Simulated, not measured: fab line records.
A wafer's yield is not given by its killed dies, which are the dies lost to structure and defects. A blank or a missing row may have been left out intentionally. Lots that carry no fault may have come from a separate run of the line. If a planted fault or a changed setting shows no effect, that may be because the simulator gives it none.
Which tool did it? :: flow n5Finfet :: 32 wafers from 11 lots sampled at 7 of the route's 1938 steps

== WHAT THE GAUGES READ, wafer by wafer ==
N5_PMOS_HMC_CHANNEL_EPI_INSPECT_11: inspects for defects (macro). Usual: rawDefectCount reads 1.9 (standard deviation 1.4).
lot: L865
measured: day 1 17:31
on: defectInspect-01
rawDefectCount: 3 3 0
flag: 

lot: L866
measured: day 1 22:57
on: defectInspect-01
rawDefectCount: 1 3 4
flag: 

lot: L867
measured: day 2 05:25
on: defectInspect-01
rawDefectCount: 3 3 0
flag: 

lot: L868
measured: day 2 11:03
on: defectInspect-02
rawDefectCount: 2 3
flag: 

lot: L871
measured: day 3 05:55
on: defectInspect-02
rawDefectCount: 2 2 1
flag: 

lot: L873
measured: day 3 17:32
on: defectInspect-02
rawDefectCount: 3 0 2
flag: 

lot: L878
measured: day 4 22:58
on: defectInspect-01
rawDefectCount: 1 5 1
flag: 

lot: L882
measured: day 5 23:11
on: defectInspect-01
rawDefectCount: 0 1 1
flag: 

lot: L884
measured: day 6 11:35
on: defectInspect-01
rawDefectCount: 2 1 6
flag: 

lot: L885
measured: day 6 17:48
on: defectInspect-02
rawDefectCount: 5 1 3
flag: 

lot: L886
measured: day 6 23:30
on: defectInspect-01
rawDefectCount: 2 1 0
flag: 

N5_PMOS_HMC_CHANNEL_EPI_INSPECT_30: inspects for defects (darkfield). Usual: rawDefectCount reads 20 (standard deviation 6.6).
lot: L865
measured: day 1 20:38
on: defectInspect-02
rawDefectCount: 14 20 26
flag: 

lot: L866
measured: day 2 02:07
on: defectInspect-02
rawDefectCount: 35 26 24
flag: 

lot: L867
measured: day 2 08:11
on: defectInspect-02
rawDefectCount: 21 19 20
flag: 

lot: L868
measured: day 2 14:13
on: defectInspect-01
rawDefectCount: 32 29
flag: 

lot: L871
measured: day 3 08:48
on: defectInspect-02
rawDefectCount: 21 20 34
flag: 

lot: L873
measured: day 3 20:43
on: defectInspect-02
rawDefectCount: 15 13 11
flag: 

lot: L878
measured: day 5 02:22
on: defectInspect-02
rawDefectCount: 1235 1249 1245
flag: OFF

lot: L882
measured: day 6 01:57
on: defectInspect-02
rawDefectCount: 1230 1187 1143
flag: OFF

lot: L884
measured: day 6 14:22
on: defectInspect-02
rawDefectCount: 18 20 12
flag: 

lot: L885
measured: day 6 21:05
on: defectInspect-01
rawDefectCount: 18 15 20
flag: 

lot: L886
measured: day 7 02:41
on: defectInspect-01
rawDefectCount: 15 35 20
flag: 

N5_FIN_SAQP_INSPECT_18: inspects for defects (brightfield). Usual: rawDefectCount reads 433 (standard deviation 120).
lot: L865
measured: day 1 22:11
on: defectInspect-01
rawDefectCount: 425 418 399
flag: 

lot: L866
measured: day 2 03:31
on: defectInspect-01
rawDefectCount: 506 466 373
flag: 

lot: L867
measured: day 2 09:56
on: defectInspect-01
rawDefectCount: 406 496 303
flag: 

lot: L868
measured: day 2 16:09
on: defectInspect-02
rawDefectCount: 400 461
flag: 

lot: L871
measured: day 3 10:11
on: defectInspect-01
rawDefectCount: 436 313 524
flag: 

lot: L873
measured: day 3 22:10
on: defectInspect-01
rawDefectCount: 473 386 609
flag: 

lot: L878
measured: day 5 03:52
on: defectInspect-01
rawDefectCount: 1570 1707 1724
flag: OFF

lot: L882
measured: day 6 04:08
on: defectInspect-01
rawDefectCount: 1559 1947 1879
flag: OFF

lot: L884
measured: day 6 15:45
on: defectInspect-02
rawDefectCount: 354 486 519
flag: 

lot: L885
measured: day 6 22:20
on: defectInspect-01
rawDefectCount: 493 397 368
flag: 

lot: L886
measured: day 7 04:07
on: defectInspect-02
rawDefectCount: 261 231 204
flag: 

N5_FIN_SAQP_INSPECT_40: inspects for defects (brightfield). Usual: rawDefectCount reads 233 (standard deviation 68).
lot: L865
measured: day 2 02:47
on: defectInspect-01
rawDefectCount: 311 264 272
flag: 

lot: L866
measured: day 2 07:55
on: defectInspect-01
rawDefectCount: 209 209 198
flag: 

lot: L867
measured: day 2 15:40
on: defectInspect-02
rawDefectCount: 144 221 272
flag: 

lot: L868
measured: day 2 22:33
on: defectInspect-02
rawDefectCount: 319 283
flag: 

lot: L871
measured: day 3 15:19
on: defectInspect-02
rawDefectCount: 331 272 477
flag: 

lot: L873
measured: day 4 02:35
on: defectInspect-02
rawDefectCount: 167 288 225
flag: 

lot: L878
measured: day 5 08:30
on: defectInspect-01
rawDefectCount: 1370 1368 1404
flag: OFF

lot: L882
measured: day 6 09:30
on: defectInspect-02
rawDefectCount: 1401 1422 1360
flag: OFF

lot: L884
measured: day 6 20:11
on: defectInspect-01
rawDefectCount: 161 209 315
flag: 

lot: L885
measured: day 7 03:05
on: defectInspect-01
rawDefectCount: 291 135 246
flag: 

lot: L886
measured: day 7 08:52
on: defectInspect-01
rawDefectCount: 186 156 142
flag: 

== EACH LOT AND THE TOOL THAT RAN IT (in order: tool; ch and the chambers of the sampled wafers; start) ==
lot: L865
N5_PMOS_HMC_CHANNEL_EPI_PRECLEAN_40: wetBench-05 ch 1,2,3, day 1 20:11
N5_FIN_SAQP_HM_DEP_03: pecvd-03 ch 0,1, day 1 21:20
N5_FIN_SAQP_PECVD_48: pecvd-01 ch 1,2, day 1 21:31

lot: L866
N5_PMOS_HMC_CHANNEL_EPI_PRECLEAN_40: wetBench-03 ch 0,3,4, day 2 01:40
N5_FIN_SAQP_HM_DEP_03: pecvd-01 ch 0,2, day 2 02:40
N5_FIN_SAQP_PECVD_48: pecvd-02 ch 0,1,2, day 2 02:50

lot: L867
N5_PMOS_HMC_CHANNEL_EPI_PRECLEAN_40: wetBench-03 ch 4,5,6, day 2 07:44
N5_FIN_SAQP_HM_DEP_03: pecvd-01 ch 0,2, day 2 09:12
N5_FIN_SAQP_PECVD_48: pecvd-02 ch 0,1,2, day 2 09:22

lot: L868
N5_PMOS_HMC_CHANNEL_EPI_PRECLEAN_40: wetBench-03 ch 0,1, day 2 13:46
N5_FIN_SAQP_HM_DEP_03: pecvd-02 ch 0,1, day 2 15:14
N5_FIN_SAQP_PECVD_48: pecvd-01 ch 0, day 2 15:26

lot: L871
N5_PMOS_HMC_CHANNEL_EPI_PRECLEAN_40: wetBench-04 ch 0,1,7, day 3 08:14
N5_FIN_SAQP_HM_DEP_03: pecvd-02 ch 1,2, day 3 09:20
N5_FIN_SAQP_PECVD_48: pecvd-01 ch 0,2, day 3 09:30

lot: L873
N5_PMOS_HMC_CHANNEL_EPI_PRECLEAN_40: wetBench-05 ch 0,1,4, day 3 20:16
N5_FIN_SAQP_HM_DEP_03: pecvd-02 ch 0,1, day 3 21:16
N5_FIN_SAQP_PECVD_48: pecvd-01 ch 0,1, day 3 21:27

lot: L878
N5_PMOS_HMC_CHANNEL_EPI_PRECLEAN_40: wetBench-04 ch 2,3,5, day 5 01:41
N5_FIN_SAQP_HM_DEP_03: pecvd-02 ch 0,1, day 5 02:59
N5_FIN_SAQP_PECVD_48: pecvd-03 ch 0,1,2, day 5 03:10

lot: L882
N5_PMOS_HMC_CHANNEL_EPI_PRECLEAN_40: wetBench-04 ch 3,4,7, day 6 01:30
N5_FIN_SAQP_HM_DEP_03: pecvd-02 ch 1,2, day 6 03:13
N5_FIN_SAQP_PECVD_48: pecvd-01 ch 1,2, day 6 03:23

lot: L884
N5_PMOS_HMC_CHANNEL_EPI_PRECLEAN_40: wetBench-03 ch 2,5,6, day 6 13:55
N5_FIN_SAQP_HM_DEP_03: pecvd-01 ch 0,1, day 6 14:55
N5_FIN_SAQP_PECVD_48: pecvd-02 ch 0,1,2, day 6 15:05

lot: L885
N5_PMOS_HMC_CHANNEL_EPI_PRECLEAN_40: wetBench-05 ch 1,2,6, day 6 20:31
N5_FIN_SAQP_HM_DEP_03: pecvd-03 ch 0,2, day 6 21:37
N5_FIN_SAQP_PECVD_48: pecvd-02 ch 0,2, day 6 21:47

lot: L886
N5_PMOS_HMC_CHANNEL_EPI_PRECLEAN_40: wetBench-05 ch 0,5,7, day 7 02:14
N5_FIN_SAQP_HM_DEP_03: pecvd-02 ch 0,1, day 7 03:16
N5_FIN_SAQP_PECVD_48: pecvd-03 ch 0,1, day 7 03:26
- N5_PMOS_HMC_CHANNEL_EPI_PRECLEAN_40: cleans in DHF, time 30 s.
- N5_FIN_SAQP_HM_DEP_03: deposits SiNx from SiH4/NH3/N2, target thk 38 nm, time 33.6 s.
- N5_FIN_SAQP_PECVD_48: deposits SiNx from SiH4/NH3/N2, target thk 25 nm, time 22.1 s.

== AS READ BY THE TOOLS THEMSELVES (means over the sampled wafers that have a number; for cases with no such wafer, the mark the record gives instead) ==
N5_FIN_SAQP_HM_DEP_03. Usual: heaterPowerW 746 W, standard deviation 86; showerheadPlenumPTorr 5.17 Torr, standard deviation 0.061; throttleValvePct 39.7 %, standard deviation 1.7.
lot: L865
tool: pecvd-03
heaterPowerW (W): 760
showerheadPlenumPTorr (Torr): 5.26
throttleValvePct (%): 38.8
flag: 

lot: L866
tool: pecvd-01
heaterPowerW (W): 730
showerheadPlenumPTorr (Torr): 5.19
throttleValvePct (%): 41.9
flag: 

lot: L867
tool: pecvd-01
heaterPowerW (W): 758
showerheadPlenumPTorr (Torr): 5.19
throttleValvePct (%): 41.9
flag: 

lot: L868
tool: pecvd-02
heaterPowerW (W): 696
showerheadPlenumPTorr (Torr): 5.17
throttleValvePct (%): 40.3
flag: 

lot: L871
tool: pecvd-02
heaterPowerW (W): 828
showerheadPlenumPTorr (Torr): 5.11
throttleValvePct (%): 38.4
flag: 

lot: L873
tool: pecvd-02
heaterPowerW (W): 720
showerheadPlenumPTorr (Torr): 5.16
throttleValvePct (%): 40.7
flag: 

lot: L878
tool: pecvd-02
heaterPowerW (W): 714
showerheadPlenumPTorr (Torr): 5.16
throttleValvePct (%): 40.7
flag: 

lot: L882
tool: pecvd-02
heaterPowerW (W): 813
showerheadPlenumPTorr (Torr): 5.12
throttleValvePct (%): 38.6
flag: 

lot: L884
tool: pecvd-01
heaterPowerW (W): 648
showerheadPlenumPTorr (Torr): 5.14
throttleValvePct (%): 39.3
flag: 

lot: L885
tool: pecvd-03
heaterPowerW (W): 650
showerheadPlenumPTorr (Torr): 5.25
throttleValvePct (%): 39.5
flag: 

lot: L886
tool: pecvd-02
heaterPowerW (W): 777
showerheadPlenumPTorr (Torr): 5.17
throttleValvePct (%): 40.7
flag: 

N5_FIN_SAQP_PECVD_48. Usual: heaterPowerW 759 W, standard deviation 84; showerheadPlenumPTorr 5.16 Torr, standard deviation 0.061; throttleValvePct 39.7 %, standard deviation 1.7.
lot: L865
tool: pecvd-01
heaterPowerW (W): 770
showerheadPlenumPTorr (Torr): 5.15
throttleValvePct (%): 40.9
flag: 

lot: L866
tool: pecvd-02
heaterPowerW (W): 772
showerheadPlenumPTorr (Torr): 5.15
throttleValvePct (%): 39.5
flag: 

lot: L867
tool: pecvd-02
heaterPowerW (W): 782
showerheadPlenumPTorr (Torr): 5.14
throttleValvePct (%): 39.4
flag: 

lot: L868
tool: pecvd-01
heaterPowerW (W): 672
showerheadPlenumPTorr (Torr): 5.13
throttleValvePct (%): 38.8
flag: 

lot: L871
tool: pecvd-01
heaterPowerW (W): 692
showerheadPlenumPTorr (Torr): 5.20
throttleValvePct (%): 41.9
flag: 

lot: L873
tool: pecvd-01
heaterPowerW (W): 715
showerheadPlenumPTorr (Torr): 5.13
throttleValvePct (%): 39.2
flag: 

lot: L878
tool: pecvd-03
heaterPowerW (W): 726
showerheadPlenumPTorr (Torr): 5.23
throttleValvePct (%): 40.1
flag: 

lot: L882
tool: pecvd-01
heaterPowerW (W): 795
showerheadPlenumPTorr (Torr): 5.17
throttleValvePct (%): 39.0
flag: 

lot: L884
tool: pecvd-02
heaterPowerW (W): 817
showerheadPlenumPTorr (Torr): 5.15
throttleValvePct (%): 39.5
flag: 

lot: L885
tool: pecvd-02
heaterPowerW (W): 880
showerheadPlenumPTorr (Torr): 5.12
throttleValvePct (%): 39.2
flag: 

lot: L886
tool: pecvd-03
heaterPowerW (W): 771
showerheadPlenumPTorr (Torr): 5.26
throttleValvePct (%): 39.0
flag: 

== THE ANSWER, worked out from the rows above alone ==
Rule: a lot counts as off when the mean over its wafers that have a number is more than 3 standard deviations away from the usual mean. A lot without any number at a reading at which 4 lots or more have one is off too. The other lots that the step has rows for count as sound. First the gauges in route order, then the tools' own readings, where a lot's mean is used as printed above. The first step at which some lot is off is used, and at that step the reading that is off furthest; a lot without a number counts as furthest.
Off at N5_PMOS_HMC_CHANNEL_EPI_INSPECT_30 (rawDefectCount): L878, L882.
A tool fits if, at a process step before that reading, it ran every lot that is off, and no sound lot after the first of them. Not tried: the gauges at N5_PMOS_HMC_CHANNEL_EPI_INSPECT_30; whatever is off there is also off at N5_FIN_SAQP_INSPECT_18, on other tools, and gauge error can't account for it. One candidate fits, namely wetBench-04 at N5_PMOS_HMC_CHANNEL_EPI_PRECLEAN_40. Its last sound lot is L871 (day 3 08:14), its first lot that is off L878 (day 5 01:41): a fault that began between those two fits.

== WHAT HAD BEEN PUT IN BY THE SIMULATOR ==
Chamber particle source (wetBench-04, N5_PMOS_HMC_CHANNEL_EPI_PRECLEAN_40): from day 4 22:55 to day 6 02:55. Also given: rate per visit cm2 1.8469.
Lots struck among those shown: L878, L882. The rule above reached the same finding.
